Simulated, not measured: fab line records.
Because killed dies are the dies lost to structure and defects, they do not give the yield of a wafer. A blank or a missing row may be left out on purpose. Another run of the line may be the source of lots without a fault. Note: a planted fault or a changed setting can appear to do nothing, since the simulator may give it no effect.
Which tool was responsible? | flow nand harc | 72 wafers from 24 lots sampled at 6 of the route's 1159 steps

## WHAT EACH GAUGE READ, for each wafer
NHARC_P_GATE_INSPECT_68.
lot  | measured     | on                | raw defect count
L074 | day 5 17:08  | defect inspect-02 | 160 173 130
L075 | day 5 19:12  | defect inspect-01 | 149 190 160
L077 | day 6 02:48  | defect inspect-02 | 208 238 242
L076 | day 6 05:16  | defect inspect-01 | 153 174 247
L078 | day 6 09:44  | defect inspect-02 | 198 166 222
L079 | day 6 18:43  | defect inspect-02 | 160 114 172
L080 | day 7 06:45  | defect inspect-02 | 163 226 245
L081 | day 7 10:16  | defect inspect-02 | 165 153 211
L082 | day 7 11:01  | defect inspect-02 | 122 223 279
L083 | day 7 19:14  | defect inspect-01 | 199 192 211
L084 | day 7 19:32  | defect inspect-02 | 100 164 191
L086 | day 8 16:26  | defect inspect-02 | 164 89 178
L088 | day 8 17:17  | defect inspect-02 | 170 151 126
L085 | day 8 18:04  | defect inspect-02 | 208 234 163
L087 | day 8 23:05  | defect inspect-01 | 289 136 162
L089 | day 9 07:40  | defect inspect-02 | 203 211 331
L090 | day 9 07:57  | defect inspect-02 | 138 220 117
L091 | day 9 19:32  | defect inspect-01 | 200 184 90
L092 | day 10 00:39 | defect inspect-01 | 169 153 274
L093 | day 10 02:59 | defect inspect-02 | 227 224 184
L094 | day 10 12:47 | defect inspect-01 | 203 205 178
L095 | day 10 13:26 | defect inspect-01 | 255 189 329
L096 | day 10 23:03 | defect inspect-02 | 146 105 101
L097 | day 11 05:48 | defect inspect-02 | 222 145 122

NHARC_P_CONTACT_OVL_MEAS_13.
lot  | measured     | on         | overlay x nm (nm) | overlay y nm (nm)
L074 | day 5 18:43  | overlay-02 | 1.1 1.7 1.4       | -0.9 -0.4 -0.2
L075 | day 5 20:54  | overlay-01 | 0.7 0.7 0.8       | 0.0 0.0 -0.3
L077 | day 6 04:23  | overlay-01 | -0.4 -0.3 -0.6    | 0.5 0.0 -0.5
L076 | day 6 06:59  | overlay-01 | 0.2 0.1 0.4       | -0.4 0.5 0.0
L078 | day 6 11:19  | overlay-02 | -0.6 -0.6 -0.6    | 0.3 0.0 0.2
L079 | day 6 20:25  | overlay-01 | 0.0 0.5 0.9       | 0.5 0.4 1.1
L080 | day 7 08:26  | overlay-02 | -1.0 -0.9 -1.4    | -1.8 -1.9 -1.7
L081 | day 7 11:50  | overlay-02 | -0.5 -0.5 -0.9    | 0.2 0.6 0.4
L082 | day 7 12:43  | overlay-01 | -0.1 0.2 0.7      | 0.1 0.0 -0.1
L083 | day 7 20:56  | overlay-01 | -0.2 -0.3 -0.4    | -0.6 0.0 -0.4
L084 | day 7 21:14  | overlay-02 | -0.3 0.1 0.0      | 0.9 0.3 1.0
L086 | day 8 18:08  | overlay-01 | 1.7 2.2 1.7       | -0.1 -0.7 -0.5
L088 | day 8 18:52  | overlay-02 | 1.3 1.0 1.1       | -0.4 -0.1 -0.5
L085 | day 8 19:46  | overlay-01 | 0.6 0.3 0.2       | 1.4 0.5 0.7
L087 | day 9 00:39  | overlay-02 | 0.5 0.3 1.1       | 0.0 -0.2 0.2
L089 | day 9 09:22  | overlay-02 | -2.6 -2.3 -2.2    | 0.7 0.9 0.9
L090 | day 9 09:39  | overlay-02 | 0.3 0.6 0.7       | 0.6 -0.5 0.4
L091 | day 9 21:14  | overlay-01 | 0.4 0.4 -0.1      | -0.2 0.2 -0.8
L092 | day 10 02:21 | overlay-02 | -1.2 -1.2 -0.8    | -0.1 -0.1 -0.4
L093 | day 10 04:41 | overlay-01 | 1.2 1.2 0.7       | 1.0 0.5 0.9
L094 | day 10 14:23 | overlay-01 | 0.3 0.7 -0.2      | 0.8 0.9 0.9
L095 | day 10 15:10 | overlay-02 | 0.3 0.7 0.5       | -0.2 0.2 -0.5
L096 | day 11 00:37 | overlay-02 | -0.1 0.0 0.0      | 0.5 -0.1 -0.5
L097 | day 11 07:29 | overlay-01 | 0.8 0.8 0.1       | -1.6 -1.0 -1.3

NHARC_P_BONDPAD_THK_MEAS_20: measures by xrf.
lot  | measured     | on            | thk nm (nm)
L074 | day 6 21:05  | film metro-02 | 161.6 162.5 161.9
L075 | day 6 21:43  | film metro-01 | 161.5 160.5 162.2
L077 | day 7 00:22  | film metro-01 | 160.8 159.8 160.3
L076 | day 7 02:19  | film metro-01 | 161.4 161.7 161.2
L078 | day 7 12:05  | film metro-02 | 159.9 158.5 160.4
L079 | day 7 15:54  | film metro-02 | 161.4 160.8 161.3
L080 | day 8 04:28  | film metro-02 | 160.9 161.8 159.2
L081 | day 8 10:24  | film metro-01 | 163.7 159.8 161.2
L082 | day 8 10:38  | film metro-01 | 161.4 158.0 158.0
L083 | day 8 17:44  | film metro-02 | 162.3 163.7 161.8
L084 | day 8 18:58  | film metro-02 | 163.0 163.4 161.5
L086 | day 9 14:35  | film metro-01 | 161.4 162.4 161.5
L088 | day 9 15:20  | film metro-02 | 161.6 159.9 157.8
L085 | day 9 16:04  | film metro-02 | 159.3 161.4 159.6
L087 | day 9 22:34  | film metro-01 | 159.1 159.2 159.3
L089 | day 10 11:52 | film metro-02 | 161.2 158.8 161.5
L090 | day 10 14:52 | film metro-01 | 162.7 161.6 161.4
L091 | day 10 19:44 | film metro-01 | 160.6 158.0 160.3
L092 | day 10 22:14 | film metro-01 | 159.6 161.9 161.2
L093 | day 11 01:10 | film metro-02 | 161.8 159.9 161.5
L094 | day 11 10:31 | film metro-01 | 161.7 161.6 162.0
L095 | day 11 12:21 | film metro-01 | 161.1 160.8 160.9
L096 | day 11 20:07 | film metro-01 | 160.7 158.7 158.9
L097 | day 12 05:07 | film metro-01 | 164.6 160.7 160.2

## EACH LOT AND THE TOOL THAT RAN IT (in order: tool; ch and the chambers of the sampled wafers; start)
lot  | NHARC_P_GATE_STRIP_75                | NHARC_P_CONTACT_STRIP_28           | NHARC_P_CONTACT_PVD_32
L074 | plasma asher-02 ch 0,1, day 5 11:40  | rie diel-10 ch 1,2,3, day 5 19:50  | pvd sputter-02, day 6 21:05 or earlier
L075 | plasma asher-02 ch 0,1, day 5 13:25  | rie diel-10 ch 1,2,3, day 5 21:59  | pvd sputter-02, day 6 21:43 or earlier
L077 | plasma asher-01 ch 0,1, day 5 21:03  | rie diel-10 ch 1,2,3, day 6 05:26  | pvd sputter-03, day 7 00:22 or earlier
L076 | plasma asher-02 ch 0,1, day 5 23:48  | rie diel-10 ch 1,2,3, day 6 08:01  | pvd sputter-03, day 7 02:19 or earlier
L078 | plasma asher-02 ch 0,1, day 6 04:00  | rie diel-10 ch 1,3, day 6 12:48    | pvd sputter-02, day 7 12:05 or earlier
L079 | plasma asher-01 ch 0,1, day 6 12:59  | rie diel-10 ch 1,3, day 6 21:28    | pvd sputter-02, day 7 15:54 or earlier
L080 | plasma asher-01 ch 0,1, day 7 01:01  | rie diel-10 ch 1,3, day 7 09:38    | pvd sputter-01, day 8 04:28 or earlier
L081 | plasma asher-01 ch 0,1, day 7 04:43  | rie diel-10 ch 2,3, day 7 13:02    | pvd sputter-02, day 8 10:24 or earlier
L082 | plasma asher-01 ch 0,1, day 7 05:13  | rie diel-10 ch 1,2,3, day 7 13:54  | pvd sputter-02, day 8 10:38 or earlier
L083 | plasma asher-01 ch 0,1, day 7 13:03  | rie diel-10 ch 1,2, day 7 22:52    | pvd sputter-02, day 8 17:44 or earlier
L084 | plasma asher-01 ch 0,1, day 7 13:40  | rie diel-07 ch 0,2, day 7 23:14    | pvd sputter-02, day 8 18:58 or earlier
L086 | plasma asher-02 ch 0,1, day 8 10:41  | rie diel-10 ch 0,2, day 8 19:21    | pvd sputter-01, day 9 14:35 or earlier
L088 | plasma asher-01 ch 0,1, day 8 11:33  | rie diel-10 ch 0,1,2, day 8 19:57  | pvd sputter-03, day 9 15:20 or earlier
L085 | plasma asher-02 ch 0,1, day 8 11:51  | rie diel-07 ch 0,1,3, day 8 20:51  | pvd sputter-03, day 9 16:04 or earlier
L087 | plasma asher-01 ch 0,1, day 8 17:12  | rie diel-07 ch 0,1,2, day 9 01:50  | pvd sputter-02, day 9 22:34 or earlier
L089 | plasma asher-02 ch 0,1, day 9 01:47  | rie diel-10 ch 1,2, day 9 10:34    | pvd sputter-02, day 10 11:52 or earlier
L090 | plasma asher-01 ch 0,1, day 9 02:09  | rie diel-10 ch 0,2, day 9 10:57    | pvd sputter-03, day 10 14:52 or earlier
L091 | plasma asher-02 ch 0,1, day 9 13:58  | rie diel-10 ch 1,2,3, day 9 22:17  | pvd sputter-03, day 10 19:44 or earlier
L092 | plasma asher-02 ch 0,1, day 9 19:02  | rie diel-07 ch 1,2,3, day 10 03:26 | pvd sputter-03, day 10 22:14 or earlier
L093 | plasma asher-01 ch 0,1, day 9 21:15  | rie diel-07 ch 1,2, day 10 06:23   | pvd sputter-03, day 11 01:10 or earlier
L094 | plasma asher-01 ch 0,1, day 10 07:09 | rie diel-10 ch 0,1, day 10 15:26   | pvd sputter-01, day 11 10:31 or earlier
L095 | plasma asher-01 ch 0,1, day 10 07:47 | rie diel-10 ch 1,2,3, day 10 17:43 | pvd sputter-01, day 11 12:21 or earlier
L096 | plasma asher-02 ch 0,1, day 10 17:22 | rie diel-07 ch 1,2,3, day 11 01:40 | pvd sputter-02, day 11 20:07 or earlier
L097 | plasma asher-01 ch 0,1, day 10 23:59 | rie diel-10 ch 1,3, day 11 08:36   | pvd sputter-03, day 12 05:07 or earlier
- NHARC_P_GATE_STRIP_75: strips in O2.
- NHARC_P_CONTACT_STRIP_28: strips in O2.
- NHARC_P_CONTACT_PVD_32: deposits Ti, target thk 5 nm, time 17.7 s.

## WHAT THE TOOLS THEMSELVES READ (means of the sampled wafers that have a number; where no wafer has one, the mark that the record gives instead)
NHARC_P_GATE_STRIP_75.
lot  | tool            | drypump motor current A (A) | heater power w (W) | temp c (C)
L074 | plasma asher-02 | 5.6                         | 306                | 249.87
L075 | plasma asher-02 | 5.6                         | 303                | 250.08
L077 | plasma asher-01 | 6.0                         | 356                | 249.96
L076 | plasma asher-02 | 5.6                         | 306                | 250.04
L078 | plasma asher-02 | 5.8                         | 315                | 249.89
L079 | plasma asher-01 | 6.0                         | 352                | 250.01
L080 | plasma asher-01 | 6.1                         | 350                | 249.95
L081 | plasma asher-01 | 6.0                         | 357                | 250.00
L082 | plasma asher-01 | 6.1                         | 355                | 249.96
L083 | plasma asher-01 | 6.2                         | 354                | 249.83
L084 | plasma asher-01 | 6.2                         | 349                | 249.92
L086 | plasma asher-02 | 5.6                         | 302                | 250.21
L088 | plasma asher-01 | 6.0                         | 355                | 249.95
L085 | plasma asher-02 | 5.6                         | 305                | 250.01
L087 | plasma asher-01 | 6.2                         | 354                | 250.14
L089 | plasma asher-02 | 5.8                         | 312                | 250.02
L090 | plasma asher-01 | 6.1                         | 359                | 250.06
L091 | plasma asher-02 | 5.8                         | 314                | 250.14
L092 | plasma asher-02 | 5.8                         | 316                | 249.98
L093 | plasma asher-01 | 6.2                         | 349                | 250.12
L094 | plasma asher-01 | 6.0                         | 353                | 249.96
L095 | plasma asher-01 | 6.1                         | 351                | 250.03
L096 | plasma asher-02 | 5.6                         | 304                | 249.90
L097 | plasma asher-01 | 6.2                         | 354                | 250.05

NHARC_P_CONTACT_STRIP_28.
lot  | tool        | drypump motor current A (A) | mfc ar sccm (sccm) | o2 flow sccm (sccm) | oes product au (a.u.) | rf vpp V (V) | showerhead plenum p Torr (Torr) | throttle valve pct (%)
L074 | rie diel-10 | 5.8                         | 0.003              | 498.8               | 1.001                 | 57.6         | 3.51                            | 17.043
L075 | rie diel-10 | 5.8                         | 0.003              | 500.3               | 1.003                 | 58.1         | 3.51                            | 17.036
L077 | rie diel-10 | 5.8                         | 0.003              | 500.1               | 1.002                 | 57.4         | 3.51                            | 17.044
L076 | rie diel-10 | 5.8                         | 0.003              | 500.2               | 0.998                 | 58.6         | 3.51                            | 17.035
L078 | rie diel-10 | 5.5                         | 0.000              | 499.1               | 0.990                 | 56.8         | 3.47                            | 17.040
L079 | rie diel-10 | 5.5                         | 0.000              | 501.9               | 0.988                 | 57.2         | 3.47                            | 17.034
L080 | rie diel-10 | 5.3                         | 0.000              | 500.3               | 0.993                 | 58.6         | 3.44                            | 17.035
L081 | rie diel-10 | 6.2                         | 0.006              | 498.8               | 1.000                 | 57.5         | 3.57                            | 17.036
L082 | rie diel-10 | 5.8                         | 0.003              | 500.0               | 1.000                 | 57.9         | 3.50                            | 17.030
L083 | rie diel-10 | 5.7                         | 0.003              | 499.3               | 1.005                 | 57.8         | 3.47                            | 17.044
L084 | rie diel-07 | 6.1                         | 0.011              | 500.1               | 1.009                 | 58.4         | 3.44                            | 17.035
L086 | rie diel-10 | 6.2                         | 0.006              | 501.3               | 0.999                 | 57.6         | 3.57                            | 17.047
L088 | rie diel-10 | 5.8                         | 0.003              | 497.6               | 0.998                 | 57.7         | 3.50                            | 17.033
L085 | rie diel-07 | 6.0                         | 0.018              | 500.0               | 1.003                 | 57.0         | 3.40                            | 17.038
L087 | rie diel-07 | 5.9                         | 0.010              | 498.7               | 1.006                 | 57.1         | 3.40                            | 17.033
L089 | rie diel-10 | 6.1                         | 0.006              | 499.2               | 1.002                 | 58.2         | 3.53                            | 17.045
L090 | rie diel-10 | 6.2                         | 0.006              | 500.9               | 1.010                 | 57.4         | 3.57                            | 17.033
L091 | rie diel-10 | 5.8                         | 0.003              | 500.5               | 1.005                 | 58.1         | 3.50                            | 17.041
L092 | rie diel-07 | 6.1                         | 0.009              | 499.6               | 1.007                 | 57.7         | 3.39                            | 17.037
L093 | rie diel-07 | 6.1                         | 0.001              | 500.2               | 1.011                 | 57.3         | 3.39                            | 17.039
L094 | rie diel-10 | 5.4                         | 0.000              | 499.2               | 0.995                 | 57.6         | 3.43                            | 17.036
L095 | rie diel-10 | 5.8                         | 0.003              | 500.7               | 0.998                 | 58.2         | 3.50                            | 17.044
L096 | rie diel-07 | 6.1                         | 0.009              | 499.2               | 1.001                 | 57.1         | 3.39                            | 17.031
L097 | rie diel-10 | 5.3                         | 0.000              | 498.0               | 0.991                 | 57.4         | 3.43                            | 17.030

NHARC_P_CONTACT_PVD_32.
lot  | tool           | throttle valve pct (%)
L074 | pvd sputter-02 | 31.1
L075 | pvd sputter-02 | 29.9
L077 | pvd sputter-03 | 29.7
L076 | pvd sputter-03 | 29.4
L078 | pvd sputter-02 | 31.1
L079 | pvd sputter-02 | 29.9
L080 | pvd sputter-01 | 29.6
L081 | pvd sputter-02 | 30.3
L082 | pvd sputter-02 | 31.0
L083 | pvd sputter-02 | 29.8
L084 | pvd sputter-02 | 28.7
L086 | pvd sputter-01 | 29.7
L088 | pvd sputter-03 | 30.0
L085 | pvd sputter-03 | 29.4
L087 | pvd sputter-02 | 31.0
L089 | pvd sputter-02 | 29.9
L090 | pvd sputter-03 | 29.7
L091 | pvd sputter-03 | 29.4
L092 | pvd sputter-03 | 29.6
L093 | pvd sputter-03 | 29.3
L094 | pvd sputter-01 | 29.2
L095 | pvd sputter-01 | 29.5
L096 | pvd sputter-02 | 29.8
L097 | pvd sputter-03 | 29.6

## THE ANSWER, worked out from the rows above alone
Rule: the lots themselves supply what counts as usual. The widest of any qualifying gaps counts: lots, ordered by their means at a reading, are off when they make up no more than a third of the lots, leave a main group of 4 or more, and stand apart from it by 3 or more times the standard deviation of that group's means. A main group whose means are all the same, to the digits that the tables above print for the reading, isn't used. Also off: a lot with no number at a reading for which 4 or more lots have one. The other lots that the step has rows for count as sound. First the gauges in route order, then the tools' own readings, where a lot's mean is used as printed above. The first step at which some lot is off is used, and at that step the reading that is off furthest; a lot without a number counts as furthest.
No lot is off on any of the readings shown, so nothing can be concluded from this.

## WHAT THE SIMULATOR PUT IN
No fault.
